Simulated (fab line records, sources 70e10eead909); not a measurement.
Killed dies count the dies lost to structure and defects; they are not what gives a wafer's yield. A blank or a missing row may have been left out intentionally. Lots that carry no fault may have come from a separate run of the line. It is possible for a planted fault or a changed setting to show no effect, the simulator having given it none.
Comparing a struck lot with a sound one | flow nandHarc | 38 steps out of a route of 1302
Sound: wafers L255.1, L255.2, L255.5. Wafers L244.2, L244.5, L244.6 were the ones struck. Last of all comes the cause.
For every step that has rows: the tool of each side, followed by ch and its chambers, followed by its first start. Under that, the readings that differ: sound wafers | struck wafers | difference of the means | sigmas: that difference in standard deviations of wafers without a fault.
alike: words and numbers the same on both sides, and readings whose means are apart by under 2 such deviations; not compared: readings that were withheld, readings missing a value for some wafer, numbers with overlapping values and no deviation given by the record, and bounds like >300 which may hide the same value.
A row with sigmas, a row that says differs or no value, or rows on one side alone: a step with any of these is where the two part. Numbers that have no deviation but don't overlap get no sigmas and don't part them. Lack of a reading on every wafer of one side parts them only where that side has two or more wafers.

first, 4 steps without rows for these wafers: NHARC_A_ZERO_WELL_STRIP_14 (strips in SPM, time 900 s); NHARC_A_ZERO_WELL_IMPLANT_15; NHARC_A_ZERO_WELL_PRECLEAN_22 (cleans in SC1, time 60 s); NHARC_A_ZERO_WELL_SRD_23.
NHARC_A_ZERO_WELL_RTA_16: time 10 s.
  sound on rtpAnneal-01 ch 0, day 13 00:36; struck on rtpAnneal-02 ch 0, day 8 11:47
  alike: lampPowerPct, wafer_temp_C_max
NHARC_A_ZERO_WELL_INSPECT_17:
  sound on defectInspect-02, day 13 00:48; struck on defectInspect-01, day 8 11:58
  alike: rawDefectCount
then, 3 steps without rows for these wafers: NHARC_A_SOURCE_PLATE_PRECLEAN_00 (cleans in HF-LAST, time 60 s); NHARC_A_SOURCE_PLATE_SRD_01; NHARC_A_SOURCE_PLATE_OXIDE_02 (material SiO2, target thk 10 nm, ox time 1362 s).
NHARC_A_SOURCE_PLATE_THK_MEAS_09: measures by ellipsometry.
  sound on filmMetro-02, day 13 07:34; struck on filmMetro-01, day 8 19:31
  alike: thkNm
then, 1 step without rows for these wafers: NHARC_A_SOURCE_PLATE_PVD_04 (deposits WSi2, target thk 50 nm).
NHARC_A_SOURCE_PLATE_CVD_03: deposits poly-Si, target thk 200 nm, time 4000 s.
  sound on lpcvdPoly-03 ch 0, day 13 10:03; struck on lpcvdPoly-03 ch 0, day 8 21:59
  alike: zonePowerLowerPct
then, 1 step without rows for these wafers: NHARC_A_SOURCE_PLATE_ANNEAL_05 (time 1800 s).
NHARC_A_SOURCE_PLATE_THK_MEAS_06: measures by ellipsometry.
  sound on filmMetro-01, day 13 21:08; struck on filmMetro-01, day 9 08:28
  alike: thkNm
NHARC_A_SOURCE_PLATE_INSPECT_08:
  sound on defectInspect-01, day 13 21:13; struck on defectInspect-01, day 9 08:43
reading        | sound    | struck      | difference | sigmas
rawDefectCount | 19 54 44 | 939 947 865 | +878       | +42
  not compared: hold
NHARC_A_ONON_D1_THK_MEAS_02: measures by ellipsometry.
  sound on filmMetro-02, day 13 21:47; struck on filmMetro-01, day 9 15:45
reading    | sound          | struck      | difference | sigmas
thkNm (nm) | 1017 1021 1017 | 991 991 992 | -27        | -3
following that, 1 step holds no rows for these wafers, namely NHARC_A_ONON_D1_DEP_03 (target thickness 1000 nm).
NHARC_A_ONON_D1_THK_MEAS_05: measures by ellipsometry.
  sound on filmMetro-01, day 13 22:21; struck on filmMetro-01, day 9 16:19
  alike: thkNm
following that, 1 step holds no rows for these wafers, namely NHARC_A_ONON_D1_DEP_06 (target thickness 1000 nm).
NHARC_A_ONON_D1_THK_MEAS_08: measures by ellipsometry.
  sound on filmMetro-02, day 13 22:56; struck on filmMetro-02, day 9 17:26
  alike: thkNm
following that, 1 step holds no rows for these wafers, namely NHARC_A_ONON_D1_DEP_09 (target thickness 1000 nm).
NHARC_A_ONON_D1_THK_MEAS_11: measures by ellipsometry.
  sound on filmMetro-01, day 13 23:29; struck on filmMetro-02, day 9 18:16
  alike: thkNm
following that, 1 step holds no rows for these wafers, namely NHARC_A_ONON_D1_DEP_12 (target thickness 1000 nm).
NHARC_A_ONON_D1_THK_MEAS_14: measures by ellipsometry.
  sound on filmMetro-01, day 14 00:04; struck on filmMetro-01, day 9 18:50
  alike: thkNm
then, 2 steps without rows for these wafers: NHARC_A_ONON_D1_ANNEAL_15 (time 3600 s); NHARC_A_ONON_D1_DEP_16 (target thk 1000 nm).
NHARC_A_ONON_D1_THK_MEAS_18: measures by ellipsometry.
  sound on filmMetro-01, day 14 07:52; struck on filmMetro-02, day 9 23:17
  alike: thkNm
following that, 1 step holds no rows for these wafers, namely NHARC_A_ONON_D1_DEP_19 (target thickness 1000 nm).
NHARC_A_ONON_D1_THK_MEAS_21: measures by ellipsometry.
  sound on filmMetro-02, day 14 08:26; struck on filmMetro-02, day 9 23:52
  alike: thkNm
following that, 1 step holds no rows for these wafers, namely NHARC_A_ONON_D1_DEP_22 (target thickness 1000 nm).
NHARC_A_ONON_D1_THK_MEAS_24: measures by ellipsometry.
  sound on filmMetro-02, day 14 09:01; struck on filmMetro-02, day 10 00:25
  alike: thkNm
following that, 1 step holds no rows for these wafers, namely NHARC_A_ONON_D1_DEP_25 (target thickness 1000 nm).
NHARC_A_ONON_D1_THK_MEAS_27: measures by ellipsometry.
  sound on filmMetro-01, day 14 09:35; struck on filmMetro-02, day 10 01:10
  alike: thkNm
  not compared: hold
following that, 1 step holds no rows for these wafers, namely NHARC_A_ONON_D1_DEP_28 (target thickness 1000 nm).
NHARC_A_ONON_D1_THK_MEAS_30: measures by ellipsometry.
  sound on filmMetro-02, day 14 10:08; struck on filmMetro-01, day 10 12:33
  alike: thkNm
NHARC_A_ONON_D1_DEP_33: deposits SiO2, target thk 200 nm.
  sound on pecvd-04 ch 0,1, day 14 10:14; struck on pecvd-03 ch 0, day 10 12:44
reading            | sound                | struck | difference | sigmas
flowSccm (sccm)    | 2633 2656 2646       | 2661   | +16        | +2
susceptorTempC (C) | 400.33 399.77 400.71 | 399.64 | -0.63      | -3
  alike: heaterPowerW, throttleValvePct
NHARC_A_ONON_D1_THK_MEAS_34: measures by ellipsometry.
  sound on filmMetro-01, day 14 10:37; struck on filmMetro-01, day 10 13:02
  alike: thkNm
-- jump in the record: it breaks off in module A_ONON_D1 and resumes in module END (first step shown: number 1302 of the route), and 17 days separate the struck wafers' starts before and after --
NHARC_END_SORT_01:
  only the struck wafers appear in the record here, on prober-02 ch 0 at day 27 19:45; the sound ones have no rows

## WHERE THEY PART
At NHARC_A_SOURCE_PLATE_INSPECT_08 first; at NHARC_END_SORT_01 last (within this record only).

WHY: what the simulator had put in
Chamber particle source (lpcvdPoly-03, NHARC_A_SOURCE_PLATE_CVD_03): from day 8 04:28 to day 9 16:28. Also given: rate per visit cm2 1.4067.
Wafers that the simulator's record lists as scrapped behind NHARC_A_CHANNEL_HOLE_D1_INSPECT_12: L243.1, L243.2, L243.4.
